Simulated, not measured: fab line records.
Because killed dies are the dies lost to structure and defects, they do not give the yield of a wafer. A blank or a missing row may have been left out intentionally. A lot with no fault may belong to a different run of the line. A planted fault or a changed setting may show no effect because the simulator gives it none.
fab line records	flow n5_finfet
record lots=7	wafers=21	last_day=17
route steps=1938 shown MIM_BOT_LITHO@1856 MIM_BOT_ETCH@1866 PASSIVATION@1936
lots that met no fault: from a run of the same line without faults
start_h: start of the lot's first displayed wafer, in hours after the record's first day	wait_h: hours since the lot's step before	" same as the row above	L1.1+2: a single row standing in for several wafers	- value missing, or start not given	* or withheld: withheld	< > ~ a bound
route shown NAME@n: a module of which the file shows steps, and the number in the route of the first	usual: mean/standard deviation taken from wafers without a fault	same: alike in all rows	chamber/n: place in a boat	sites: per-site readings	_std_site: standard deviation across them	_edge_site: inner sites' mean taken away from outer sites' mean	radius_mm: how far each site lies from the wafer's centre	mask NAME#n: copy n	behind: the most recent tool/chamber to have shaped the wafer	hold: why the lot went on hold/how many hours it stayed there/how the hold came to an end	device: the transistor (n, p or np) that didn't switch	end of line: the tests these same wafers got at the end of their route	a step given without rows: its recipe and nothing more	killed: dies lost to structure and defects at the first sort, not the wafer's yield	map: dies across one wafer; x = killed, . = not, _ = none there
set.NAME: the setting the step ran with; set.NAME@STEP: the setting that earlier step ran with	model.NAME: the simulator's own value behind a step, which no gauge read
a table for each step, a row for each wafer; lots at some steps of the route
services: from which hour (start_h, from the record's first day; less than 0 if before it) a tool's chamber was out of use, for how many hours, and why
## steps
# step N5_MIM_BOT_LITHO_EBR_04
# recipe solvent=PGMEA	ebr_width_mm=1.5
# step N5_MIM_BOT_LITHO_SOFTBAKE_03
# recipe temp_c=100	time_s=90
# step N5_MIM_BOT_LITHO_EXPOSE_05
# recipe mask_id=MIM_BOT	na=0.55	source_shape=conventional	sigma_outer=0.8	polarization=unpolarized	dose_mj=24.25
# step N5_MIM_BOT_LITHO_PEB_06
# recipe peb_temp_c=withheld	peb_time_s=*
# step N5_MIM_BOT_LITHO_DEVELOP_07
# recipe develop_time_s=60	rinse_liquid=diw	dry=air_spin	dev_temp_c=21
# step N5_MIM_BOT_LITHO_HARDBAKE_09
# recipe temp_c=130	time_s=120
# step N5_MIM_BOT_LITHO_CD_MEAS_08
# recipe target_cd_nm=3000	landing_energy_ev=500	detector=se_inlens	polarity=opening
# usual cd_nm=3000.8/2
lot.wafer	tool	chamber	start_h	wait_h	cd_nm
L156.1	cd_sem-01	0	333.26	-	3003.8
L156.2	"	0	"	"	3001.9
L156.4	"	0	"	"	3002.7
L154.1	cd_sem-01	0	335.55	-	3001.8
L154.2	"	0	"	"	3002.4
L154.3	"	0	"	"	3002.9
L160.1	cd_sem-02	0	367.32	-	2999.9
L160.2	"	0	"	"	2997.0
L160.6	"	0	"	"	3000.0
L161.1	cd_sem-02	0	370.77	-	2998.0
L161.3	"	0	"	"	3001.6
L161.4	"	0	"	"	3000.1
L164.1	cd_sem-02	0	378.01	-	2999.0
L164.2	"	0	"	"	2996.2
L164.6	"	0	"	"	3000.8
L163.1	cd_sem-01	0	380.25	-	3003.6
L163.5	"	0	"	"	3001.8
L163.6	"	0	"	"	3003.7
L168.2	cd_sem-01	0	407.57	-	3000.0
L168.5	"	0	"	"	3000.4
L168.6	"	0	"	"	3002.5
# step N5_MIM_BOT_LITHO_OVL_MEAS_11
# recipe points_per_wafer=44
# usual MIM_BOT_OVL=-4/5.4
lot.wafer	tool	chamber	start_h	wait_h	MIM_BOT_OVL[nm]
L156.1	overlay-02	0	333.29	0.0	-5
L156.2	"	0	"	"	-7
L156.4	"	0	"	"	-8
L154.1	overlay-02	0	335.59	0.0	-2
L154.2	"	0	"	"	4
L154.3	"	0	"	"	2
L160.1	overlay-02	0	367.35	0.0	-5
L160.2	"	0	"	"	-4
L160.6	"	0	"	"	-6
L161.1	overlay-02	0	370.80	0.0	2
L161.3	"	0	"	"	2
L161.4	"	0	"	"	-3
L164.1	overlay-02	0	378.04	0.0	2
L164.2	"	0	"	"	1
L164.6	"	0	"	"	9
L163.1	overlay-02	0	380.28	0.0	-7
L163.5	"	0	"	"	0
L163.6	"	0	"	"	0
L168.2	overlay-02	0	407.60	0.0	1
L168.5	"	0	"	"	-1
L168.6	"	0	"	"	-8
# step N5_MIM_BOT_LITHO_INSPECT_12
# recipe mode=adi	inspect_instrument=macro
# usual raw_defect_count=2.2/1.6
lot.wafer	tool	chamber	start_h	wait_h	raw_defect_count
L156.1	defect_inspect-01	-	333.31	0.0	1
L156.2	"	-	"	"	3
L156.4	"	-	"	"	2
L154.1	defect_inspect-01	-	335.61	0.0	2
L154.2	"	-	"	"	1
L154.3	"	-	"	"	3
L160.1	defect_inspect-02	-	367.37	0.0	3
L160.2	"	-	"	"	0
L160.6	"	-	"	"	1
L161.1	defect_inspect-01	-	370.82	0.0	0
L161.3	"	-	"	"	1
L161.4	"	-	"	"	6
L164.1	defect_inspect-02	-	378.06	0.0	4
L164.2	"	-	"	"	2
L164.6	"	-	"	"	0
L163.1	defect_inspect-01	-	380.31	0.0	2
L163.5	"	-	"	"	2
L163.6	"	-	"	"	2
L168.2	defect_inspect-02	-	407.62	0.0	0
L168.5	"	-	"	"	2
L168.6	"	-	"	"	3
# step N5_MIM_BOT_LITHO_DESCUM_10
# recipe chemistry=O2	time_s=7.9	source_power_w=50	bias_power_w=20	pressure_mtorr=20	rf_frequency_hz=2.712e+07	temp_c=40	o2_flow_sccm=225
# usual drypump_motor_current_A=5.7/0.37	oes_product_au=0.80/0.042	rf_vpp_V=243.8/1.2	showerhead_plenum_p_Torr=2.13/0.069	throttle_valve_pct=20.37/0.24
lot.wafer	tool	chamber	start_h	wait_h	drypump_motor_current_A	oes_product_au	rf_hours_counter_h	rf_vpp_V	showerhead_plenum_p_Torr	throttle_valve_pct
L156.1	rie_diel-03	0	334.12	0.8	6.1	0.77	153	243.5	2.07	20.72
L156.2	"	1	"	"	5.7	0.83	71	245.1	2.23	20.47
L156.4	"	3	"	"	5.6	0.78	109	244.7	2.12	20.40
L154.1	rie_diel-06	3	336.02	0.4	5.8	0.79	127	241.9	2.17	20.14
L154.2	"	2	"	"	5.1	0.81	84	243.5	2.11	20.04
L154.3	"	1	"	"	6.0	0.73	156	242.6	2.02	20.60
L160.1	rie_diel-06	2	367.41	0.0	5.1	0.80	99	244.3	2.11	20.06
L160.2	"	3	"	"	5.8	0.78	142	244.7	2.16	20.17
L160.6	"	2	"	"	5.1	0.81	-	245.0	2.11	20.06
L161.1	rie_diel-02	3	370.86	0.0	4.9	0.75	148	242.4	2.11	20.23
L161.3	"	2	"	"	5.6	0.90	35	243.4	2.05	20.26
L161.4	"	0	"	"	6.5	0.84	87	242.4	2.02	20.67
L164.1	rie_diel-06	3	378.24	0.2	5.8	0.77	145	244.6	2.16	20.18
L164.2	"	2	"	"	5.1	0.79	102	242.8	2.11	20.06
L164.6	"	2	"	"	5.1	0.79	-	244.9	2.11	20.06
L163.1	rie_diel-06	1	380.38	0.1	6.1	0.72	176	242.6	2.02	20.63
L163.5	"	3	"	"	5.8	0.77	-	244.7	2.16	20.17
L163.6	"	0	"	"	6.1	0.76	-	244.0	2.20	20.20
L168.2	rie_diel-02	1	407.87	0.2	5.7	0.86	57	244.7	2.11	20.00
L168.5	"	2	"	"	5.6	0.87	-	241.8	2.04	20.27
L168.6	"	1	"	"	5.7	0.85	-	243.3	2.11	19.98
# step N5_MIM_BOT_ETCH_ETCH_04
# recipe chemistry=CF4/O2	target=SiNx	target_depth_a=260	time_s=13	ion_energy_ev=100	pressure_mtorr=40	source_w=535	bias_w=49	Ar_flow_sccm=100	cf4_flow_sccm=100	O2_flow_sccm=10
# usual bias_w=49.00/0.15	drypump_motor_current_A=5.7/0.37	oes_product_au=0.80/0.044	rf_vpp_V=241/5.8	showerhead_plenum_p_Torr=2.24/0.066	throttle_valve_pct=15.89/0.25
lot.wafer	tool	chamber	start_h	wait_h	bias_w	drypump_motor_current_A	oes_product_au	rf_hours_counter_h	rf_vpp_V	showerhead_plenum_p_Torr	throttle_valve_pct
L156.1	rie_diel-03	0	334.18	0.0	48.86	6.1	0.75	153	238	2.20	16.33
L156.2	"	1	"	"	48.99	5.6	0.83	71	234	2.32	15.91
L156.4	"	3	"	"	49.08	5.6	0.78	109	254	2.21	15.81
L154.1	rie_diel-06	3	336.08	0.0	48.97	5.7	0.81	127	241	2.30	15.88
L154.2	"	2	"	"	48.87	5.2	0.80	84	241	2.22	15.61
L154.3	"	1	"	"	48.98	6.1	0.74	156	239	2.11	16.05
L160.1	rie_diel-06	2	367.47	0.0	48.89	5.1	0.80	99	240	2.21	15.62
L160.2	"	3	"	"	48.87	5.8	0.80	142	241	2.29	15.92
L160.6	"	2	"	"	48.91	5.1	0.79	-	240	2.21	15.62
L161.1	rie_diel-02	3	370.92	0.0	49.05	4.9	0.75	148	236	2.21	15.77
L161.3	"	2	"	"	49.15	5.6	0.91	35	241	2.14	15.66
L161.4	"	0	"	"	49.03	6.4	0.83	87	239	2.16	16.28
L164.1	rie_diel-06	3	378.31	0.0	48.92	5.8	0.80	145	240	2.29	15.91
L164.2	"	2	"	"	48.77	5.1	0.79	102	239	2.21	15.64
L164.6	"	2	"	"	48.81	5.1	0.80	-	239	2.21	15.64
L163.1	rie_diel-06	1	380.45	0.0	48.91	6.1	0.73	176	241	2.11	16.10
L163.5	"	3	"	"	48.79	5.8	0.79	-	242	2.29	15.91
L163.6	"	0	"	"	48.98	6.1	0.76	-	246	2.29	15.60
L168.2	rie_diel-02	1	407.93	0.0	49.11	5.7	0.85	57	245	2.23	15.67
L168.5	"	2	"	"	48.94	5.6	0.88	-	241	2.14	15.70
L168.6	"	1	"	"	49.13	5.7	0.85	-	247	2.23	15.66
# step N5_MIM_BOT_ETCH_ETCH_03
# recipe chemistry=Cl2/BCl3	target_depth_a=120	pressure_mtorr=8	icp_w=800	bias_w=100	Cl2_flow_sccm=20	bcl3_flow_sccm=80
# usual bias_w=100.04/0.27	drypump_motor_current_A=5.64/0.25	he_backside_leak_sccm=3.36/0.2	oes_product_au=0.78/0.096	throttle_valve_pct=27.65/0.22
lot.wafer	tool	chamber	start_h	wait_h	bias_w	drypump_motor_current_A	he_backside_leak_sccm	oes_product_au	rf_hours_counter_h	throttle_valve_pct
L156.1	rie_metal-02	1	334.27	0.1	100.19	5.51	3.11	0.99	1	27.04
L156.2	"	0	"	"	99.76	5.57	3.19	0.75	51	27.80
L156.4	"	0	"	"	99.81	5.58	2.96	0.75	-	27.79
L154.1	rie_metal-01	1	336.17	0.1	99.98	5.65	3.23	0.89	8	27.75
L154.2	"	0	"	"	100.05	6.04	3.35	0.68	85	27.69
L154.3	"	0	"	"	99.80	6.00	3.25	0.68	-	27.71
L160.1	rie_metal-01	1	367.56	0.1	100.10	5.67	3.36	0.86	10	27.76
L160.2	"	0	"	"	99.81	6.02	3.51	0.67	87	27.71
L160.6	"	1	"	"	99.85	5.66	3.26	0.88	-	27.76
L161.1	rie_metal-02	1	371.01	0.1	100.23	5.53	3.22	0.94	5	27.06
L161.3	"	0	"	"	100.12	5.58	3.44	0.75	-	27.80
L161.4	"	1	"	"	99.72	5.55	3.31	0.95	-	27.07
L164.1	rie_metal-01	1	378.40	0.1	100.33	5.65	3.13	0.86	11	27.75
L164.2	"	0	"	"	99.81	6.05	3.51	0.67	88	27.71
L164.6	"	1	"	"	99.74	5.64	3.27	0.87	-	27.74
L163.1	rie_metal-01	0	380.54	0.1	100.09	6.01	3.51	0.68	88	27.71
L163.5	"	0	"	"	100.19	6.05	3.57	0.67	-	27.72
L163.6	"	1	"	"	100.17	5.66	3.27	0.87	-	27.75
L168.2	rie_metal-02	0	408.02	0.1	99.68	5.58	3.29	0.74	58	27.81
L168.5	"	0	"	"	99.51	5.57	3.29	0.74	-	27.79
L168.6	"	1	"	"	99.75	5.53	3.14	0.92	-	27.07
# step N5_MIM_BOT_ETCH_ETCH_00
# recipe chemistry=Cl2/BCl3	target=TiN	target_depth_a=455	ion_energy_ev=150	pressure_mtorr=10	icp_w=1000	bias_w=126	Cl2_flow_sccm=53.25	bcl3_flow_sccm=21.75	Ar_flow_sccm=25
# usual bias_w=126.1/0.37	drypump_motor_current_A=5.64/0.26	he_backside_leak_sccm=3.37/0.26	oes_product_au=0.78/0.096	throttle_valve_pct=21.96/0.16
lot.wafer	tool	chamber	start_h	wait_h	bias_w	drypump_motor_current_A	he_backside_leak_sccm	oes_product_au	rf_hours_counter_h	throttle_valve_pct	model.etch.depth_nm
L156.1	rie_metal-02	1	334.36	0.1	125.9	5.57	3.17	0.99	1	21.52	47.11
L156.2	"	0	"	"	126.1	5.58	3.40	0.75	51	22.00	45.18
L156.4	"	0	"	"	126.3	5.57	3.51	0.75	-	21.99	45.46
L154.1	rie_metal-01	1	336.26	0.1	125.8	5.66	3.23	0.89	8	22.06	46
L154.2	"	0	"	"	126.2	6.03	3.40	0.68	85	22.03	46.01
L154.3	"	0	"	"	125.8	6.04	5.49	0.68	-	22.05	45.68
L160.1	rie_metal-01	1	367.65	0.1	126.4	5.65	3.20	0.88	10	22.06	45.99
L160.2	"	0	"	"	153.0	6.01	3.53	0.71	87	21.99	48.99
L160.6	"	1	"	"	126.9	5.65	3.28	0.87	-	22.08	45.61
L161.1	rie_metal-02	1	371.10	0.1	126.1	5.52	3.28	0.95	5	21.51	47.89
L161.3	"	0	"	"	126.2	5.57	3.29	0.75	-	21.99	46.18
L161.4	"	1	"	"	126.0	5.57	3.24	0.93	-	21.52	47.39
L164.1	rie_metal-01	1	378.49	0.1	126.5	5.65	3.18	0.88	11	22.06	45.75
L164.2	"	0	"	"	152.3	6.01	3.13	0.70	88	22.00	48.44
L164.6	"	1	"	"	125.9	5.64	3.20	0.87	-	22.07	45.82
L163.1	rie_metal-01	0	380.63	0.1	152.9	6.00	3.55	0.70	88	21.99	48.38
L163.5	"	0	"	"	152.8	6.03	3.67	0.70	-	21.97	48.63
L163.6	"	1	"	"	126.1	5.63	3.28	0.87	-	22.08	45.87
L168.2	rie_metal-02	0	408.11	0.1	126.2	5.58	3.14	0.74	58	21.99	46.37
L168.5	"	0	"	"	126.1	5.57	3.24	0.75	-	21.99	46.67
L168.6	"	1	"	"	125.5	5.51	3.22	0.92	-	21.51	48.21
# step N5_MIM_BOT_ETCH_STRIP_01
# recipe chemistry=O2	power_w=600	temp_c=60	pressure_mtorr=30	rf_frequency_hz=6e+07	bias_power_w=0	overash_fraction=0.5	o2_flow_sccm=225
# usual drypump_motor_current_A=5.8/0.36	oes_product_au=0.80/0.045	rf_vpp_V=3.7/1.3	showerhead_plenum_p_Torr=2.14/0.07	throttle_valve_pct=16.63/0.23
lot.wafer	tool	chamber	start_h	wait_h	drypump_motor_current_A	oes_product_au	rf_hours_counter_h	rf_vpp_V	showerhead_plenum_p_Torr	throttle_valve_pct
L156.1	rie_diel-03	1	334.65	0.2	5.6	0.84	71	4.4	2.24	16.69
L156.2	"	0	"	"	6.2	0.79	154	3.5	2.08	16.96
L156.4	"	3	"	"	5.6	0.78	109	2.6	2.12	16.62
L154.1	rie_diel-06	0	336.68	0.4	6.1	0.79	111	5.7	2.21	16.36
L154.2	"	2	"	"	5.2	0.79	84	2.3	2.12	16.31
L154.3	"	3	"	"	5.8	0.77	128	4.1	2.17	16.42
L160.1	rie_diel-02	2	367.79	0.1	5.6	0.88	34	3.1	2.05	16.40
L160.2	"	0	"	"	6.4	0.86	86	3.9	2.02	16.86
L160.6	"	0	"	"	6.4	0.84	-	2.6	2.02	16.84
L161.1	rie_diel-03	2	371.24	0.1	5.5	0.80	109	1.7	2.20	16.88
L161.3	"	0	"	"	6.1	0.77	169	4.0	2.07	16.99
L161.4	"	1	"	"	5.6	0.82	88	2.4	2.23	16.75
L164.1	rie_diel-03	3	378.69	0.2	5.7	0.76	128	4.0	2.11	16.59
L164.2	"	0	"	"	6.2	0.77	172	5.2	2.07	17.02
L164.6	"	0	"	"	6.1	0.77	-	4.3	2.07	17.07
L163.1	rie_diel-06	3	380.77	0.1	5.7	0.75	146	2.1	2.17	16.49
L163.5	"	0	"	"	6.2	0.76	-	2.0	2.21	16.44
L163.6	"	1	"	"	6.1	0.73	-	3.2	2.02	16.88
L168.2	rie_diel-06	3	408.25	0.1	5.8	0.76	156	2.8	2.16	16.48
L168.5	"	3	"	"	5.8	0.76	-	4.5	2.16	16.52
L168.6	"	0	"	"	6.2	0.75	-	5.9	2.20	16.47
# step N5_PASSIVATION_PROBE_49
# usual defect_limited_yield=91.2/1.5	killed_at_M0_to_M3=36/10	killed_at_M4_up=13/6	killed_at_contacts=11/5.2	killed_at_front_end=40/11	killed_at_other=3.1/2.9	killed_dies=104/17	killed_open=66/12	killed_short=34/7.7	sort_bin_5_function=5.1/0.91	sort_bin_6_memory=3.2/0.67	sort_n_pass=1076/17	sort_yield_pct=91.2/1.5
# same gross_dies=1180	killed_at_back_side=0	sort_bin_4_leakage[%]=0	sort_bin_8_speed[%]=0
lot.wafer	tool	chamber	start_h	wait_h	defect_limited_yield[%]	killed_at_M0_to_M3	killed_at_M4_up	killed_at_contacts	killed_at_front_end	killed_at_other	killed_dies	killed_open	killed_short	sort_bin_5_function[%]	sort_bin_6_memory[%]	sort_n_pass	sort_yield_pct[%]
L163.5	prober-01	-	388.87	0.2	90.3	41	9	9	52	3	114	59	38	5.4	2.8	1066	90.3
L164.1	prober-02	-	389.66	0.0	91.0	23	20	7	47	9	106	66	38	4.9	3.8	1074	91.0
L164.2	prober-02	-	389.71	0.1	90.8	18	33	8	45	4	108	63	45	6.0	2.8	1072	90.8
L164.6	prober-02	-	389.91	0.3	92.6	13	19	19	32	4	87	56	30	4.5	2.5	1093	92.6
# killed by level:class
L163.5 FIN_SAQP:geometric_particle:short=14 BEOL_M0_SAQP:geometric_particle:open=14 BEOL_M0_SAQP:geometric_particle:short=13 FIN_SAQP:geometric_particle:open=12 HKMG_FIN:area_etch=12 MOL_CONTACT_COAG:geometric_particle:open=7 BEOL_M2:geometric_particle:open=7 BEOL_M4:geometric_particle:open=5
L164.1 FIN_SAQP:geometric_particle:open=9 DUMMY_GATE:geometric_particle:open=7 BEOL_M2:geometric_particle:open=7 STI_FIN_REVEAL:geometric_particle:open=6 ILD0:geometric_particle:short=6 BEOL_M4:geometric_particle:open=6 BEOL_M0_SAQP:geometric_particle:open=5 GATE_CUT:geometric_particle:open=4
L164.2 BEOL_M4:geometric_particle:open=11 FIN_SAQP:geometric_particle:short=8 STI_FIN_REVEAL:geometric_particle:short=7 BEOL_M2:geometric_particle:open=6 FIN_SAQP:geometric_particle:open=5 STI_FIN_REVEAL:geometric_particle:open=5 MOL_CONTACT_COAG:geometric_particle:open=5 ILD0:geometric_particle:short=5
L164.6 MOL_CONTACT_COAG:geometric_particle:open=16 FIN_SAQP:geometric_particle:open=7 ILD0:geometric_particle:short=6 ILD0:geometric_particle:open=5 BEOL_M4:geometric_particle:open=4 BEOL_M5:geometric_particle:short=4 BEOL_M6:geometric_particle:open=4 STI_FIN_REVEAL:geometric_particle:open=3
## services
tool	chamber	start_h	hours	kind
rie_diel-02	-	329.88	24.2	repair
rie_diel-06	2	386.98	7.8	repair
rie_metal-01	-	395.15	0.6	repair
## key
first_sign step=N5_MIM_BOT_ETCH_ETCH_00	reading=bias_w	direction=up	sigmas=71	usual=*	struck=*
effect none on later readings
model_effect step=N5_MIM_BOT_ETCH_ETCH_00	value=etch.depth_nm	without=45.3	struck=48.61
met_at N5_MIM_BOT_ETCH_ETCH_00
struck_wafers L160.2,L163.1,L163.5,L164.2
baseline_loss step=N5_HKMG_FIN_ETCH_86	wafers=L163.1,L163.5
onset_between 336.26 367.65
fault kind=process_parameter_drift	tool=rie_metal-01	chamber=0	onset_h=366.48	steps=N5_MIM_BOT_ETCH_ETCH_00	channel=bias_w	offset=*	shape=step	end_h=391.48	acts_in=*	stated=*
# baseline_loss: these wafers lose ten dies or more at that step, a loss of the line's own and not of a fault; the sort's usual values leave them out
